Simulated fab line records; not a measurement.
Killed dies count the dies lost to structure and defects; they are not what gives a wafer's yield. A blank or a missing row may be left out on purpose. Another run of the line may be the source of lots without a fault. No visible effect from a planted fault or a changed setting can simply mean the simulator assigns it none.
Problem report in the 8D (eight disciplines) form, filled by code :: flow n5Finfet :: the parts of the form that need people (team, actions taken, sign-off) are left out

== 1. THE PROBLEM ==
N5_HKMG_FIN_ETCH_35, runLengthS: mean 198.7 s over 1 wafer from 1 lot; wafers with no fault: 266.5 s, standard deviation 0.42. So: -99 or more standard deviations from the usual mean.
The step: etches SOC in N2/H2, target depth 215.8 nm, time 243.4 s.
First observed at day 6 00:34: wafer L752.6, on rieDiel-01. At this step, 14 wafers from 5 lots have a number in the record. The rule behind "out" and "out of limits": a value lying over 4 standard deviations away from the usual mean. All remaining wafers that have a number are taken as sound.

== 2. WHAT THIS IS AND IS NOT ==
question: which readings at this step
is: runLengthS
is not: drypumpMotorCurrentA, oesProductAu, rfVppV, showerheadPlenumPTorr, throttleValvePct

question: which lots
is: L752
is not: L748, L761, L762, L767

question: which wafers of those lots
is: L752.6
is not: L752.2

question: read on which tools
is: rieDiel-01
is not: rieDiel-02, rieDiel-05

question: when
is: from day 6 00:34
is not: up to then (4 sound wafers); but 9 sound wafers of L761, L762, L767 came after

== 3. THE SUSPECTS, EACH WITH WHAT RULES IT OUT ==
Counting: any tool at a process step up to the reading remains a suspect provided it ran every lot that is out. Sound lots after the first of them don't rule it out here, since some wafers of a struck lot are sound.
- rieDiel-01 at N5_HKMG_FIN_DESCUM_17 (chemistry O2, time 7.9 s): kept. It ran the lot that is out, L752 (day 6 00:16); its last sound lot up to then is L748 (day 5 00:26).
- rieDiel-01 at N5_HKMG_FIN_ETCH_31 (etches SiARC in CF4, target depth 45.5 nm, time 75.8 s): kept. It ran the lot that is out, L752 (day 6 00:17); its last sound lot up to then is L748 (day 5 00:29).
- rieDiel-01 at N5_HKMG_FIN_ETCH_32 (etches SOC in N2/H2, target depth 240 nm, time 300 s): kept. It ran the lot that is out, L752 (day 6 00:21); its last sound lot up to then is L748 (day 5 00:32).
- rieDiel-01 at N5_HKMG_FIN_STRIP_34 (strips in CF4): kept. It ran the lot that is out, L752 (day 6 00:32); its last sound lot up to then is L748 (day 5 00:43).
- rieDiel-01 at N5_HKMG_FIN_ETCH_35 (etches SOC in N2/H2, target depth 215.8 nm, time 243.4 s): kept. It ran the lot that is out, L752 (day 6 00:34); its last sound lot up to then is L748 (day 5 00:44). Out on those wafers are its own readings of runLengthS.
- Within rieDiel-01 at N5_HKMG_FIN_DESCUM_17: the wafers that are out ran in chamber 2; their sound lot-mates ran in chamber 3.
- Within rieDiel-01 at N5_HKMG_FIN_ETCH_31: the wafers that are out ran in chamber 2; their sound lot-mates ran in chamber 3.
- Within rieDiel-01 at N5_HKMG_FIN_ETCH_32: the wafers that are out ran in chamber 2; their sound lot-mates ran in chamber 3.
- Within rieDiel-01 at N5_HKMG_FIN_STRIP_34: the wafers that are out ran in chamber 2; their sound lot-mates ran in chamber 3.
- Within rieDiel-01 at N5_HKMG_FIN_ETCH_35: the wafers that are out ran in chamber 2; their sound lot-mates ran in chamber 3.
Left after counting: rieDiel-01 at N5_HKMG_FIN_DESCUM_17, rieDiel-01 at N5_HKMG_FIN_ETCH_31, rieDiel-01 at N5_HKMG_FIN_ETCH_32, rieDiel-01 at N5_HKMG_FIN_STRIP_34, rieDiel-01 at N5_HKMG_FIN_ETCH_35.

== 4. THE CAUSE (what the simulator had put in) ==
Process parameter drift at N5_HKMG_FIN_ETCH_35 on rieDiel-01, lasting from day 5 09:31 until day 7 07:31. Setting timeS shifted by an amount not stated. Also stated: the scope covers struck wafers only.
After counting, 5 suspects remain, this tool included.

== 5. SEQUENCE OF EFFECTS, ordered by route ==
One row per reading whose mean, taken over the struck wafers that have a number, lies over 3 standard deviations from the usual. Readings are gone through only where the record gives a usual standard deviation; hours: the median, over the lots, of the time from a lot's start at the first step in this table giving one to that lot's start at this step; sigmas: the change measured in usual standard deviations.
hours: 0
step: N5_HKMG_FIN_ETCH_35
reading: runLengthS
usual: 266.5 s
on struck wafers: 198.7
change: -67.8
sigmas: -99 or more
Process steps it contains:
- N5_HKMG_FIN_ETCH_35: etches SOC in N2/H2, target depth 215.8 nm, time 243.4 s.

== 6. WHAT WOULD HAVE CAUGHT IT SOONER ==
15 hours passed between the start of the fault at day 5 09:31 and the first reading out of limits in this record, taken at day 6 00:34.
